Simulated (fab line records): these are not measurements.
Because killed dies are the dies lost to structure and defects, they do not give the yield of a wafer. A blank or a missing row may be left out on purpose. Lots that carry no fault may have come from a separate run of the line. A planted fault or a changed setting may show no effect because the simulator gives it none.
fab line records | flow n5-finfet
[record] lots = 4 | wafers = 12 | last-day = 18
route steps=1938 shown HKMG_FIN@453 GATE_CUT@465 PASSIVATION@1936
lots untouched by any fault: they come from a run of this same line in which no faults occurred
start-h: hours from the record's first day to the start of the lot's first wafer shown | wait-h: hours since the lot's step before | " repeats the value in the row above | L1.1+2: a single row standing in for several wafers | - no value, or no start was given | * or withheld: withheld | < > ~ a bound
route shown NAME@n: names a module that has steps shown in the file, with the first one's number in the route | usual: mean and standard deviation over wafers with no fault | same: alike in all rows | chamber/n: place in a boat | sites: readings site by site | _std_site: their standard deviation | _edge_site: the outer-site mean with the inner-site mean subtracted | radius-mm: for every site, how far away it sits from the centre of the wafer | mask NAME#n: copy n | behind: the most recent tool/chamber to have shaped the wafer | hold: reason for holding the lot/hours on hold/outcome of the hold | device: names the non-switching transistor (n, p or np) | end of line: tests run on the same wafers once the route is complete | where a step has no rows: the recipe by itself | killed: not the wafer's yield, but the dies lost to structure and defects at the first sort | map: per-die view of a wafer (x killed, . not killed, _ where there is no die)
set.NAME: the setting as run; set.NAME@STEP: as run at that earlier step | model.NAME: the simulator's own value behind a step, which no gauge read
a table for each step, a row for each wafer; lots at some steps of the route
[[steps]]
[step N5_HKMG_FIN_WET_ETCH_73]
[recipe] chemistry = SC1 | mix = 1:2:40 | temp-c = 50 | time-s = 42.3 | target-depth-nm = 1.3 | dry = ipa-marangoni | rinse-time-s = 30 | rinse-temp-c = 23
[step N5_HKMG_FIN_ETCHBACK_68]
[recipe] chemistry = Cl2/Ar | stop-on = HfO2 | target-depth-a = 5 | pressure-mtorr = 10 | icp-w = 600 | bias-w = 60 | Cl2_flow_sccm = 40 | Ar_flow_sccm = 60
[step N5_HKMG_FIN_STRIP_69]
[recipe] chemistry = N2/H2 | power-w = 2500 | temp-c = 300 | h2-frac = 0.65 | time-s = 360 | pressure-mtorr = withheld | n2-flow-sccm = 1750 | h2-flow-sccm = 3250
[step N5_HKMG_FIN_ALD_21]
[recipe] material = TiN | target-thk-a = 15 | temp-c = 400 | ald-precursor-family = TiCl4 | ald-co-reactant = NH3 | pulse-time-s = 1 | purge-time-s = 3 | co-reactant-purge-time-s = 2 | co-reactant-pulse-time-s = 2 | ald-cycles = 68 | pressure-torr = 3
[step N5_HKMG_FIN_ALD_72]
[recipe] material = W | target-thk-a = 20 | temp-c = 300 | pressure-torr = 7.5 | ald-precursor-family = WF6 | ald-co-reactant = B2H6 | pulse-time-s = 1 | purge-time-s = 2 | co-reactant-purge-time-s = 2 | co-reactant-pulse-time-s = 3 | ald-cycles = 7
[step N5_HKMG_FIN_W_FILL_22]
[recipe] material = W | target-thk-a = 600 | temp-c = 400 | pressure-torr = 39.4 | time-s = 18.2
[step N5_HKMG_FIN_PRECLEAN_83]
[recipe] chemistry = DIW | time-s = 57.5 | temp-c = 23
[step N5_HKMG_FIN_SRD_84]
[recipe] dry-time-s = 32 | dry = n2-spin | spin-rpm = 1500
[step N5_HKMG_FIN_CMP_23]
[recipe] stop-on = SiNx | t-overpolish-s = 10 | post-cmp-clean = rinse-only | down-force-psi = 4 | platen-rpm = 50.289 | pad-velocity-m-s = 1.0006 | target-thk-nm = 46.326
[step N5_HKMG_FIN_CMP_94]
[recipe] stop-on = SiNx | post-cmp-clean = w-dilute-nh4oh | t-overpolish-s = 4.7 | down-force-psi = 4 | platen-rpm = 50.289 | pad-velocity-m-s = 1.0006 | target-thk-nm = 43.299
[step N5_GATE_CUT_ETCHBACK_00]
[recipe] chemistry = SF6/Cl2 | target = W | pressure-mtorr = 8 | icp-w = 900 | bias-w = 80 | SF6_flow_sccm = 40 | Cl2_flow_sccm = 60
[usual] drypump-motor-current-A = 5.7/0.59 | oes-product-au = 0.81/0.11 | throttle-valve-pct = 27.41/0.12
lot.wafer | tool         | chamber | start-h | wait-h | drypump-motor-current-A | oes-product-au | rf-hours-counter-h | throttle-valve-pct
L320.3    | rie-metal-01 | 0       | 133.30  | 0.1    | 4.6                     | 0.94           | -                  | 27.40
L320.4    | "            | 1       | "       | "      | 5.9                     | 0.94           | -                  | 27.15
L320.5    | "            | 1       | "       | "      | 5.9                     | 0.94           | -                  | 27.14
L325.1    | rie-metal-03 | 1       | 161.66  | 0.0    | 5.7                     | 0.77           | 41                 | 27.35
L325.2    | "            | 0       | "       | "      | 6.5                     | 0.87           | 13                 | 27.46
L325.5    | "            | 1       | "       | "      | 5.7                     | 0.77           | -                  | 27.35
L329.4    | rie-metal-03 | 1       | 185.27  | 0.1    | 5.7                     | 0.76           | -                  | 27.34
L329.5    | "            | 1       | "       | "      | 5.7                     | 0.76           | -                  | 27.36
L329.6    | "            | 0       | "       | "      | 6.4                     | 0.85           | -                  | 27.48
L331.1    | rie-metal-03 | 1       | 195.49  | 0.0    | 5.7                     | 0.77           | 43                 | 27.34
L331.3    | "            | 1       | "       | "      | 5.7                     | 0.76           | -                  | 27.34
L331.4    | "            | 0       | "       | "      | 6.5                     | 0.86           | -                  | 27.48
[step N5_GATE_CUT_ETCH_56]
[recipe] chemistry = Cl2/Ar | target = TiN | target-depth-a = 216 | pressure-mtorr = 10 | icp-w = 600 | bias-w = 60 | Cl2_flow_sccm = 40 | Ar_flow_sccm = 60
[step N5_GATE_CUT_ETCHBACK_30]
[recipe] chemistry = Cl2/Ar | target = TiN | target-depth-a = 30 | mode = isotropic | pressure-mtorr = 10 | icp-w = 600 | bias-w = 60 | Cl2_flow_sccm = 40 | Ar_flow_sccm = 60
[step N5_GATE_CUT_VAPOR_ETCH_60]
[recipe] chemistry = BCl3/Cl2 | target = HfO2 | mode = isotropic
[step N5_GATE_CUT_ETCH_58]
[recipe] chemistry = CH3F/O2 | target = SiNx | target-depth-a = 170 | time-s = 128.6 | ion-energy-ev = 50 | pressure-mtorr = 30 | source-w = 415 | bias-w = 21 | Ar_flow_sccm = 150 | CH3F_flow_sccm = 30 | O2_flow_sccm = 20
[step N5_GATE_CUT_STRIP_59]
[recipe] chemistry = N2/H2 | time-s = 20 | power-w = 100 | temp-c = 40 | pressure-mtorr = 100 | rf-frequency-hz = 6e+07 | bias-power-w = 3 | n2-flow-sccm = 300 | h2-flow-sccm = 300
[step N5_GATE_CUT_PRECLEAN_31]
[recipe] temp-c = 23 | chemistry = DIW | time-s = 300
[step N5_GATE_CUT_SRD_32]
[recipe] time-s = 30 | temp-c = 23 | rinse-liquid = diw | dry = ipa-marangoni
[step N5_GATE_CUT_SAC_CAP_01]
[recipe] material = SiNx | target-thk-a = 240 | temp-c = 400 | ald-precursor-family = SiH2I2 | ald-co-reactant = N2/H2-plasma | pulse-time-s = 1 | ald-cycles = 480 | purge-time-s = 2 | co-reactant-purge-time-s = 2 | pressure-torr = 2
[step N5_GATE_CUT_PECVD_57]
[recipe] material = SiNx | target-thk-a = 210 | temp-c = 400 | precursor = SiH4/NH3/N2 | pressure-torr = 1.5 | rf-w = 300
[step N5_GATE_CUT_CMP_02]
[recipe] stop-on = SiO2 | t-overpolish-s = 12.7 | post-cmp-clean = alkaline-brush | down-force-psi = 2.5 | platen-rpm = 51.8 | pad-velocity-m-s = 1.0307 | target-thk-nm = 0
[step N5_GATE_CUT_HM_DEP_46]
[recipe] material = SiO2 | target-thk-a = 1300 | temp-c = 400 | precursor = TEOS/O2 | pressure-torr = 6.5 | rf-w = 900 | teos-flow-sccm = 161.4 | gas = O2 | flow-sccm = 2650 | time-s = 26.6
[step N5_GATE_CUT_COAT_34]
[recipe] resist = SOC | temp-c = 250 | time-s = 60 | spin-rpm = 1500 | resist-thk-nm = 60
[step N5_GATE_CUT_COAT_35]
[recipe] resist = SiARC | temp-c = 220 | time-s = 60 | spin-rpm = 1500 | resist-thk-nm = 10
[step N5_GATE_CUT_COAT_27]
[recipe] resist = underlayer | temp-c = 205 | time-s = 60 | spin-rpm = 1500 | resist-thk-nm = 10
[step N5_GATE_CUT_COAT_07]
[recipe] resist = CAR-EUV | spin-rpm = 1500 | resist-thk-nm = 30
[step N5_GATE_CUT_EBR_09]
[recipe] solvent = PGMEA | ebr-width-mm = 1.5
[step N5_GATE_CUT_SOFTBAKE_08]
[recipe] temp-c = 110 | time-s = 60 | resist = CAR-EUV
[step N5_GATE_CUT_EXPOSE_10]
[recipe] mask-id = GATE_CUT | na = 0.33 | source-shape = annular | sigma-inner = 0.35 | sigma-outer = 0.8 | polarization = unpolarized | target-cd-nm = 20 | dose-mj = 43.25
[step N5_GATE_CUT_PEB_11]
[recipe] peb-temp-c = 100 | peb-time-s = 60 | resist = CAR-EUV
[step N5_GATE_CUT_DEVELOP_12]
[recipe] develop-time-s = 30 | developer = TMAH | resist = CAR-EUV | rinse-liquid = surfactant-rinse | dry = air-spin | dev-temp-c = 23
[step N5_GATE_CUT_DESCUM_18]
[recipe] chemistry = O2 | time-s = 7 | source-power-w = 50 | bias-power-w = 20 | pressure-mtorr = 20 | rf-frequency-hz = 2.712e+07 | temp-c = 40 | resist = CAR-EUV | o2-flow-sccm = 225
[step N5_GATE_CUT_ETCH_28]
[recipe] chemistry = N2/H2 | target = underlayer | target-depth-a = 130 | mask-material = CAR-EUV | time-s = 10.4 | ion-energy-ev = 200 | pressure-mtorr = 30 | source-w = 840 | bias-w = 150 | n2-flow-sccm = 200 | h2-flow-sccm = 200 | ends = cleared
[step N5_GATE_CUT_ETCH_36]
[recipe] chemistry = CF4 | target = SiARC | target-depth-a = 130 | mask-material = CAR-EUV | time-s = 21.7 | ion-energy-ev = 80 | pressure-mtorr = 40 | source-w = 545 | bias-w = 36 | Ar_flow_sccm = 100 | cf4-flow-sccm = 100 | ends = cleared
[step N5_GATE_CUT_ETCH_37]
[recipe] chemistry = N2/H2 | target = SOC | target-depth-a = 600 | overetch-a = 120 | mask-material = SiARC | temp-c = 40 | time-s = 90 | ion-energy-ev = 200 | pressure-mtorr = 30 | source-w = 840 | bias-w = 150 | n2-flow-sccm = 200 | h2-flow-sccm = 200
[step N5_GATE_CUT_STRIP_38]
[recipe] chemistry = N2/H2 | temp-c = 40 | n2-flow-sccm = 200 | h2-flow-sccm = 200 | rf-frequency-hz = 6e+07
[step N5_PASSIVATION_PROBE_49]
[usual] defect-limited-yield = 91.4/1.5 | killed_at_M0_to_M3 = 33/11 | killed_at_M4_up = 14/5.3 | killed-at-contacts = 13/6.2 | killed-at-front-end = 39/13 | killed-at-other = 3.1/2.8 | killed-dies = 102/17 | killed-on-rim = 13/3.8 | killed-open = 68/13 | killed-short = 32/7.8 | sort_bin_5_function = 5.1/0.95 | sort_bin_6_memory = 3.2/0.7 | sort-n-pass = 1078/18 | sort-yield-pct = 91.3/1.5
[same] gross-dies = 1180 | killed-at-back-side = 0 | sort_bin_4_leakage[%] = 0 | sort_bin_8_speed[%] = 0
lot.wafer | tool      | chamber | start-h | wait-h | defect-limited-yield[%] | killed_at_M0_to_M3 | killed_at_M4_up | killed-at-contacts | killed-at-front-end | killed-at-other | killed-dies | killed-on-rim | killed-open | killed-short | sort_bin_5_function[%] | sort_bin_6_memory[%] | sort-n-pass | sort-yield-pct[%]
L325.1    | prober-01 | -       | 373.06  | 0.0    | 89.7                    | 15                 | 16              | 17                 | 73                  | 1               | 122         | 16            | 81          | 41           | 5.9                    | 4.0                  | 1058        | 89.7
L325.2    | prober-01 | -       | 373.11  | 0.1    | 92.3                    | 22                 | 10              | 15                 | 42                  | 2               | 91          | 13            | 54          | 35           | 4.3                    | 2.9                  | 1089        | 92.3
L325.5    | prober-01 | -       | 373.26  | 0.2    | 90.2                    | 31                 | 12              | 23                 | 40                  | 10              | 116         | 15            | 77          | 38           | 5.8                    | 3.4                  | 1064        | 90.2
L329.4    | prober-01 | -       | 394.76  | 0.2    | 88.1                    | 16                 | 9               | 10                 | 103                 | 3               | 141         | 28            | 47          | 23           | 7.3                    | 2.7                  | 1039        | 88.1
L329.5    | prober-01 | -       | 394.81  | 0.2    | 84.7                    | 39                 | 14              | 15                 | 105                 | 7               | 180         | 28            | 59          | 52           | 10.0                   | 3.6                  | 1000        | 84.7
L329.6    | prober-01 | -       | 394.86  | 0.3    | 84.4                    | 23                 | 13              | 11                 | 127                 | 10              | 184         | 24            | 54          | 34           | 9.2                    | 3.7                  | 996         | 84.4
L331.1    | prober-02 | -       | 422.86  | 0.0    | 85.3                    | 42                 | 6               | 16                 | 108                 | 2               | 174         | 31            | 74          | 21           | 8.6                    | 4.0                  | 1006        | 85.3
L331.3    | prober-02 | -       | 422.96  | 0.1    | 82.9                    | 49                 | 10              | 25                 | 110                 | 8               | 202         | 28            | 71          | 58           | 10.9                   | 4.4                  | 978         | 82.9
L331.4    | prober-02 | -       | 423.01  | 0.2    | 81.8                    | 75                 | 12              | 15                 | 112                 | 1               | 215         | 36            | 83          | 44           | 10.3                   | 4.8                  | 965         | 81.8
// killed by level:class
L325.1 STI_FIN_REVEAL:geometric-particle:open=28 MOL_CONTACT_COAG:geometric-particle:open=12 GATE_CUT:geometric-particle:short=10 GATE_CUT:geometric-particle:open=7 FIN_SAQP:geometric-particle:short=5 FIN_SAQP:geometric-particle:open=5 STI_FIN_REVEAL:geometric-particle:short=5 MOL_CONTACT_COAG:geometric-particle:short=5
L325.2 FIN_SAQP:geometric-particle:short=13 STI_FIN_REVEAL:geometric-particle:open=12 MOL_CONTACT_COAG:geometric-particle:open=9 BEOL_M4:geometric-particle:open=7 MOL_CONTACT_COAG:geometric-particle:short=6 BEOL_M2:geometric-particle:open=6 BEOL_M0_SAQP:geometric-particle:open=5 BEOL_M1:geometric-particle:open=5
L325.5 MOL_CONTACT_COAG:geometric-particle:open=15 STI_FIN_REVEAL:geometric-particle:open=11 BEOL_M2:geometric-particle:open=10 MOL_CONTACT_COAG:geometric-particle:short=8 BEOL_M3:geometric-particle:open=8 BEOL_M4:geometric-particle:open=8 GATE_CUT:geometric-particle:short=6 FIN_SAQP:geometric-particle:short=5
L329.4 GATE_CUT:unspecified=71 FIN_SAQP:geometric-particle:open=8 BEOL_M0_SAQP:geometric-particle:open=7 STI_FIN_REVEAL:geometric-particle:open=6 MOL_CONTACT_COAG:geometric-particle:open=5 MOL_CONTACT_COAG:geometric-particle:short=5 BEOL_M0_SAQP:geometric-particle:short=5 GATE_CUT:geometric-particle:short=4
L329.5 GATE_CUT:unspecified=65 MOL_CONTACT_COAG:geometric-particle:open=11 BEOL_M0_SAQP:geometric-particle:short=11 BEOL_M0_SAQP:geometric-particle:open=8 BEOL_M1:geometric-particle:short=6 FIN_SAQP:geometric-particle:short=5 BEOL_M3:geometric-particle:open=5 BEOL_M4:geometric-particle:open=5
L329.6 GATE_CUT:unspecified=95 BEOL_M0_SAQP:geometric-particle:open=10 MOL_CONTACT_COAG:geometric-particle:open=9 GATE_CUT:geometric-particle:short=8 ILD0:geometric-particle:open=6 BEOL_M4:geometric-particle:open=6 GATE_CUT:geometric-particle:open=5 BEOL_M0_SAQP:geometric-particle:short=5
L331.1 GATE_CUT:unspecified=77 MOL_CONTACT_COAG:geometric-particle:open=12 FIN_SAQP:geometric-particle:open=10 BEOL_M0_SAQP:geometric-particle:open=10 BEOL_M2:geometric-particle:open=9 BEOL_M3:geometric-particle:open=9 BEOL_M0_SAQP:geometric-particle:short=6 STI_FIN_REVEAL:geometric-particle:open=5
L331.3 GATE_CUT:unspecified=71 MOL_CONTACT_COAG:geometric-particle:open=19 BEOL_M0_SAQP:geometric-particle:short=17 BEOL_M0_SAQP:geometric-particle:open=12 FIN_SAQP:geometric-particle:short=8 BEOL_M3:geometric-particle:open=8 FIN_SAQP:geometric-particle:open=7 MOL_CONTACT_COAG:geometric-particle:short=5
L331.4 GATE_CUT:unspecified=88 BEOL_M0_SAQP:geometric-particle:open=35 BEOL_M0_SAQP:geometric-particle:short=25 MOL_CONTACT_COAG:geometric-particle:open=13 BEOL_M2:geometric-particle:open=6 FIN_SAQP:geometric-particle:short=4 BEOL_M3:geometric-particle:open=4 BEOL_M4:geometric-particle:open=4
// map L329.6 (x killed, . not)
_________________......x.....________________
______________.........x..x....._____________
___________..............x.........__________
__________....................x.x..._________
________...x..x.x..x.........x........_______
_______........x......x.........x......______
______.x................................_____
_____......x...x.........................____
____........................x..x..........___
___.x..x.......x.....................x.....__
___.......xx......x...............x..x.....__
__x......xx...x.x......................x...._
__.........x.........xx....................._
_.xx...x......................x..............
_.xxxxx.x..............x.........x.....x.....
_xxxxxx.x..x..................x.............x
_xxxxxxxx..xx...............x................
_xxxxxxxx...x.......................x........
_xxxxxxxxxxx......................x.......x..
_xxxxxxxxxxx...........x.........x...........
_xxxxxxxxxx..............................x...
__xxxxxxxxx..x....x..........x...x...x....x._
__xxxxxxxxx................................._
___xxxxxx...............x...........x......__
___.xxx.x.......x........x......x..........__
____x....x...........x....................___
_____.x.......................x......x...____
______..x..xxx.x........x..............._____
_______x...x.....xx...x.....x..........______
________...x..................x.....x._______
__________..................xx......_________
___________..x...x.................__________
______________.x...........x...._____________
_________________............________________
// map L331.4 (x killed, . not)
_________________............________________
______________...x.....x........_____________
___________...........x.....x..xx..__________
__________x.x...........x..........._________
________...........x...x.............._______
_______.........x...........x....x...xx______
______.xx..........x..x.....xx...x......_____
_____..x...x.............x..x............____
____...........xxx.............x..........___
___...............x.....xx.x.......x...x...__
___x............x................x.......x.__
__x..x......x....xx...................x....._
__x.........x..xx..........x..............x._
_.x..x.x..x......................xx..x.....x.
_xxx.x.x......x..x.......x..x..x.............
_xxxxxxx.x.................x...x..x..........
_xxxxxxxx.....x...................x..x.......
_xxxxxxxxx.x.xx......x.......................
_xxxxxxxxxxx...............................x.
_xxxxxxxxx.x............x....x...............
_xxxxxxxxx..x.......x..................x....x
__xxxxxxxx.x........x.........x............._
__xxxxxxxxx.............xx...x..x.x.......x._
___xxx.x.x....x...........................x__
___xxxxxx.x...................x............__
____.xxxx.....................x...........___
_____............x.................x...x.____
______........xx...x................x..._____
_______..xx......xx.x.....x.......x....______
________..x..................xx.....x._______
__________.x.....x.........x...x...._________
___________........................__________
______________..........x..x...._____________
_________________...x..x.....________________
[[key]]
[first-sign] step = N5_PASSIVATION_PROBE_49 | reading = killed-at-front-end | direction = up | sigmas = 5.6 | usual = 39 | struck = 111
[effect] step = N5_PASSIVATION_PROBE_49 | reading = killed-dies | direction = up | sigmas = 4.6 | usual = 102 | struck = 183
[more-kills-born-at] N5_GATE_CUT_ETCHBACK_00@rie-metal-03 = 467
met-at N5_GATE_CUT_ETCHBACK_00
struck-wafers L329.4,L329.5,L329.6,L331.1,L331.3,L331.4
onset-between 161.66 185.27
also-fits time
[fault] kind = chamber-particle-source | tool = rie-metal-03 | chamber = - | onset-h = 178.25 | steps = N5_GATE_CUT_ETCHBACK_00 | rate-per-visit-cm2 = 1.1955 | end-h = 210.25
